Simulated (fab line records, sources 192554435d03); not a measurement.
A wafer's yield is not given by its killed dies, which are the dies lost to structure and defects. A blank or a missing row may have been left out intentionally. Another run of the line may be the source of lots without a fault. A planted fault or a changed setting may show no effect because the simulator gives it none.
The tool behind it: which one? -- flow n5Finfet -- 24 lots, 72 wafers sampled, at 6 steps of a route of 1938

== WHAT EACH GAUGE READ, for each wafer ==
N5_BEOL_M2_OCD_MEAS_38. Usual: trenchDepthNm at 55.3 nm, with a standard deviation of 1.2.
lot,measured,on,trenchDepthNm (nm),flag
L074,day 7 05:35,ocd-01,54.1 55.0 54.3,
L075,day 7 08:35,ocd-02,57.2 55.3 54.6,
L076,day 7 15:03,ocd-01,56.7 56.4 56.1,
L077,day 7 15:13,ocd-02,55.5 53.8 54.0,
L078,day 7 20:01,ocd-02,56.0 56.6 54.9,
L079,day 8 07:25,ocd-01,56.5 56.2 55.7,
L081,day 8 19:34,ocd-01,54.1 55.7 55.1,
L080,day 9 02:02,ocd-02,54.1 55.7 55.3,
L082,day 9 03:17,ocd-01,55.0 53.9 53.6,
L084,day 9 05:42,ocd-02,54.3 54.2 53.5,
L083,day 9 09:02,ocd-02,55.7 55.6 56.0,
L085,day 9 11:09,ocd-01,56.2 55.7 52.6,
L086,day 10 11:37,ocd-02,55.5 55.4 55.2,
L089,day 10 23:22,ocd-01,53.4 55.5 53.2,
L087,day 10 23:39,ocd-01,55.5 57.2 54.6,
L090,day 10 23:46,ocd-02,56.2 53.7 55.6,
L088,day 11 03:13,ocd-01,54.3 53.8 55.1,
L091,day 11 07:26,ocd-02,56.6 56.0 55.7,
L092,day 11 14:50,ocd-01,55.4 53.7 56.3,
L093,day 11 18:19,ocd-02,56.5 55.6 55.8,
L094,day 11 21:11,ocd-01,57.2 57.0 55.1,
L095,day 12 08:08,ocd-02,55.1 56.5 56.1,
L097,day 12 22:07,ocd-02,56.3 58.6 55.5,
L096,day 12 22:09,ocd-01,55.0 54.4 55.2,

N5_BEOL_M3_CD_MEAS_11: the cd target is 17.05 nm. Usual: cdNm at 17.09 nm, with a standard deviation of 0.25.
lot,measured,on,cdNm (nm),flag
L074,day 7 11:28,cdSem-03,17.02 17.01 17.09,
L075,day 7 15:28,cdSem-03,16.51 16.41 16.93,
L076,day 7 20:29,cdSem-02,17.02 17.45 17.05,
L077,day 7 22:06,cdSem-01,17.39 17.17 17.04,
L078,day 8 00:49,cdSem-03,17.19 16.90 16.96,
L079,day 8 12:54,cdSem-02,16.84 16.93 17.41,
L081,day 9 01:07,cdSem-03,17.38 17.37 17.45,
L080,day 9 08:49,cdSem-01,17.09 17.25 17.36,
L082,day 9 09:37,cdSem-01,17.12 16.90 17.10,
L084,day 9 13:15,cdSem-02,17.23 16.39 16.83,
L083,day 9 15:24,cdSem-02,17.29 17.21 17.01,
L085,day 9 16:52,cdSem-01,16.81 16.86 16.95,
L086,day 10 16:56,cdSem-02,17.09 16.76 17.00,
L089,day 11 07:39,cdSem-01,17.11 16.92 17.12,
L087,day 11 07:41,cdSem-02,16.81 17.05 17.12,
L090,day 11 07:46,cdSem-03,16.95 17.04 17.09,
L088,day 11 08:26,cdSem-03,17.02 17.04 17.24,
L091,day 11 13:49,cdSem-01,17.40 17.40 17.64,
L092,day 11 21:25,cdSem-02,16.73 17.52 16.71,
L093,day 12 00:41,cdSem-03,16.87 17.39 17.35,
L094,day 12 03:42,cdSem-01,17.29 17.08 17.46,
L095,day 12 13:26,cdSem-03,16.92 17.06 16.54,
L097,day 13 03:35,cdSem-02,17.20 16.86 17.26,
L096,day 13 04:00,cdSem-03,17.00 17.10 16.98,

N5_BEOL_M3_INSPECT_13: inspects for defects (brightfield). Usual: rawDefectCount at 431, with a standard deviation of 110.
lot,measured,on,rawDefectCount,flag
L074,day 7 11:34,defectInspect-01,379 439 351,
L075,day 7 15:34,defectInspect-01,396 335 341,
L076,day 7 20:34,defectInspect-01,452 344 307,
L077,day 7 22:11,defectInspect-02,216 310 466,
L078,day 8 00:54,defectInspect-01,354 277 340,
L079,day 8 12:59,defectInspect-02,474 469 445,
L081,day 9 01:12,defectInspect-01,347 450 279,
L080,day 9 08:53,defectInspect-01,475 328 394,
L082,day 9 09:42,defectInspect-02,568 496 519,
L084,day 9 13:20,defectInspect-01,393 511 403,
L083,day 9 15:29,defectInspect-02,301 288 227,
L085,day 9 16:56,defectInspect-02,313 383 501,
L086,day 10 17:01,defectInspect-02,623 671 375,
L089,day 11 07:44,defectInspect-01,317 428 283,
L087,day 11 07:47,defectInspect-02,440 413 377,
L090,day 11 07:51,defectInspect-02,400 359 423,
L088,day 11 08:32,defectInspect-02,558 587 694,
L091,day 11 13:55,defectInspect-02,399 536 489,
L092,day 11 21:30,defectInspect-01,466 465 362,
L093,day 12 00:47,defectInspect-02,464 460 474,
L094,day 12 03:48,defectInspect-02,651 507 378,
L095,day 12 13:31,defectInspect-02,360 369 350,
L097,day 13 03:41,defectInspect-01,550 473 500,
L096,day 13 04:05,defectInspect-02,616 572 415,

== EACH LOT AND THE TOOL THAT RAN IT (in order: tool; ch and the chambers of the sampled wafers; start) ==
lot,N5_BEOL_M2_DEGAS_44,N5_BEOL_M2_SPUTTER_79,N5_BEOL_M2_ANNEAL_82
L074,"pvdSputter-02, day 7 06:02","pvdSputter-01, day 7 07:11","pvdSputter-01, day 7 07:29"
L075,"pvdSputter-03, day 7 09:01","pvdSputter-03, day 7 09:56","pvdSputter-03, day 7 10:14"
L076,"pvdSputter-03, day 7 15:24","pvdSputter-02, day 7 16:22","pvdSputter-02, day 7 16:40"
L077,"pvdSputter-02, day 7 15:30","pvdSputter-02, day 7 18:12","pvdSputter-02, day 7 18:30"
L078,"pvdSputter-02, day 7 20:30","pvdSputter-02, day 7 21:35","pvdSputter-02, day 7 21:53"
L079,"pvdSputter-02, day 8 07:44","pvdSputter-03, day 8 08:44","pvdSputter-03, day 8 09:02"
L081,"pvdSputter-02, day 8 20:02","pvdSputter-01, day 8 20:57","pvdSputter-01, day 8 21:15"
L080,"pvdSputter-02, day 9 02:52","pvdSputter-01, day 9 03:51","pvdSputter-01, day 9 04:09"
L082,"pvdSputter-02, day 9 04:02","pvdSputter-01, day 9 05:41","pvdSputter-01, day 9 05:59"
L084,"pvdSputter-01, day 9 08:07","pvdSputter-01, day 9 09:08","pvdSputter-01, day 9 09:26"
L083,"pvdSputter-02, day 9 10:04","pvdSputter-02, day 9 11:02","pvdSputter-02, day 9 11:20"
L085,"pvdSputter-03, day 9 11:40","pvdSputter-02, day 9 12:55","pvdSputter-02, day 9 13:13"
L086,"pvdSputter-01, day 10 12:00","pvdSputter-01, day 10 12:50","pvdSputter-01, day 10 13:08"
L089,"pvdSputter-01, day 11 00:01","pvdSputter-02, day 11 00:51","pvdSputter-02, day 11 01:09"
L087,"pvdSputter-02, day 11 00:04","pvdSputter-03, day 11 01:04","pvdSputter-03, day 11 01:22"
L090,"pvdSputter-01, day 11 00:05","pvdSputter-01, day 11 01:04","pvdSputter-01, day 11 01:22"
L088,"pvdSputter-03, day 11 03:58","pvdSputter-03, day 11 05:14","pvdSputter-03, day 11 05:32"
L091,"pvdSputter-03, day 11 07:51","pvdSputter-01, day 11 08:43","pvdSputter-01, day 11 09:01"
L092,"pvdSputter-02, day 11 15:22","pvdSputter-03, day 11 16:17","pvdSputter-03, day 11 16:35"
L093,"pvdSputter-03, day 11 18:32","pvdSputter-02, day 11 21:03","pvdSputter-02, day 11 21:21"
L094,"pvdSputter-03, day 11 22:01","pvdSputter-02, day 11 22:59","pvdSputter-02, day 11 23:17"
L095,"pvdSputter-03, day 12 08:55","pvdSputter-02, day 12 09:49","pvdSputter-02, day 12 10:07"
L097,"pvdSputter-01, day 12 22:31","pvdSputter-03, day 12 23:33","pvdSputter-03, day 12 23:51"
L096,"pvdSputter-01, day 12 22:35","pvdSputter-02, day 13 00:17","pvdSputter-02, day 13 00:35"
- N5_BEOL_M2_DEGAS_44: time 60 s.
- N5_BEOL_M2_SPUTTER_79: material Cu, target thk 4.5 nm, time 8.29 s.
- N5_BEOL_M2_ANNEAL_82: time 240 s.

== AS READ BY THE TOOLS THEMSELVES (means over the sampled wafers that have a number; for cases with no such wafer, the mark the record gives instead) ==
N5_BEOL_M2_DEGAS_44. Usual: heaterPowerW 338 W, standard deviation 38; susceptorTempC 250.00 C, standard deviation 0.21.
lot,tool,heaterPowerW (W),susceptorTempC (C),flag
L074,pvdSputter-02,306,249.97,
L075,pvdSputter-03,313,249.56,
L076,pvdSputter-03,341,250.13,
L077,pvdSputter-02,326,250.13,
L078,pvdSputter-02,325,250.09,
L079,pvdSputter-02,322,249.86,
L081,pvdSputter-02,348,250.09,
L080,pvdSputter-02,306,249.84,
L082,pvdSputter-02,306,249.98,
L084,pvdSputter-01,359,249.97,
L083,pvdSputter-02,351,250.04,
L085,pvdSputter-03,318,249.96,
L086,pvdSputter-01,368,250.06,
L089,pvdSputter-01,358,250.28,
L087,pvdSputter-02,311,249.91,
L090,pvdSputter-01,358,249.95,
L088,pvdSputter-03,336,250.03,
L091,pvdSputter-03,336,250.22,
L092,pvdSputter-02,345,250.14,
L093,pvdSputter-03,358,249.98,
L094,pvdSputter-03,318,249.84,
L095,pvdSputter-03,344,249.76,
L097,pvdSputter-01,364,250.17,
L096,pvdSputter-01,371,250.08,

N5_BEOL_M2_SPUTTER_79. Usual: susceptorTempC -19.99 C, standard deviation 0.096; throttleValvePct 30.1 %, standard deviation 1.1.
lot,tool,susceptorTempC (C),throttleValvePct (%),flag
L074,pvdSputter-01,-20.02,30.8,
L075,pvdSputter-03,-19.97,30.5,
L076,pvdSputter-02,-20.09,28.9,
L077,pvdSputter-02,-20.05,29.1,
L078,pvdSputter-02,-19.99,29.5,
L079,pvdSputter-03,-20.00,30.3,
L081,pvdSputter-01,-19.96,30.6,
L080,pvdSputter-01,-20.02,30.9,
L082,pvdSputter-01,-20.02,30.9,
L084,pvdSputter-01,-19.95,30.9,
L083,pvdSputter-02,-19.96,29.1,
L085,pvdSputter-02,-19.92,28.6,
L086,pvdSputter-01,-19.99,30.7,
L089,pvdSputter-02,-20.02,29.1,
L087,pvdSputter-03,-19.90,31.0,
L090,pvdSputter-01,-19.94,30.6,
L088,pvdSputter-03,-20.02,30.7,
L091,pvdSputter-01,-19.88,31.2,
L092,pvdSputter-03,-20.00,30.6,
L093,pvdSputter-02,-20.07,29.6,
L094,pvdSputter-02,-20.06,29.6,
L095,pvdSputter-02,-19.93,29.1,
L097,pvdSputter-03,-20.06,30.4,
L096,pvdSputter-02,-19.96,29.7,

N5_BEOL_M2_ANNEAL_82. Usual: heaterPowerW 852 W, standard deviation 93; susceptorTempC 400.01 C, standard deviation 0.21; susceptor_temp_C_max 401.1, standard deviation 0.48.
lot,tool,heaterPowerW (W),susceptorTempC (C),susceptor_temp_C_max,flag
L074,pvdSputter-01,920,399.73,400.8,
L075,pvdSputter-03,797,400.04,401.4,
L076,pvdSputter-02,853,399.93,401.1,
L077,pvdSputter-02,844,399.82,400.7,
L078,pvdSputter-02,821,400.16,401.5,
L079,pvdSputter-03,853,400.17,401.7,
L081,pvdSputter-01,892,399.98,400.8,
L080,pvdSputter-01,941,400.14,401.4,
L082,pvdSputter-01,858,400.03,400.9,
L084,pvdSputter-01,923,400.09,401.1,
L083,pvdSputter-02,820,399.83,400.7,
L085,pvdSputter-02,936,399.93,400.9,
L086,pvdSputter-01,916,399.90,400.7,
L089,pvdSputter-02,831,400.00,400.9,
L087,pvdSputter-03,846,400.05,401.3,
L090,pvdSputter-01,917,400.22,401.2,
L088,pvdSputter-03,782,400.10,401.3,
L091,pvdSputter-01,888,399.99,400.8,
L092,pvdSputter-03,789,399.94,401.4,
L093,pvdSputter-02,752,399.89,401.1,
L094,pvdSputter-02,764,399.94,401.0,
L095,pvdSputter-02,818,399.93,400.7,
L097,pvdSputter-03,857,399.94,401.4,
L096,pvdSputter-02,710,399.83,400.7,

== THE ANSWER, worked out from the rows above alone ==
Rule: lot off if the mean of its wafers having a number is beyond 3 standard deviations from the usual mean. A lot without any number at a reading at which 4 lots or more have one is off too. All remaining lots with rows at the step are treated as sound. First the gauges in route order, then the tools' own readings, where a lot's mean is used as printed above. The first step at which some lot is off is used, and at that step the reading that is off furthest; a lot without a number counts as furthest.
Across all readings shown, no lot is off: no conclusion can be drawn from this.

== WHAT HAD BEEN PUT IN BY THE SIMULATOR ==
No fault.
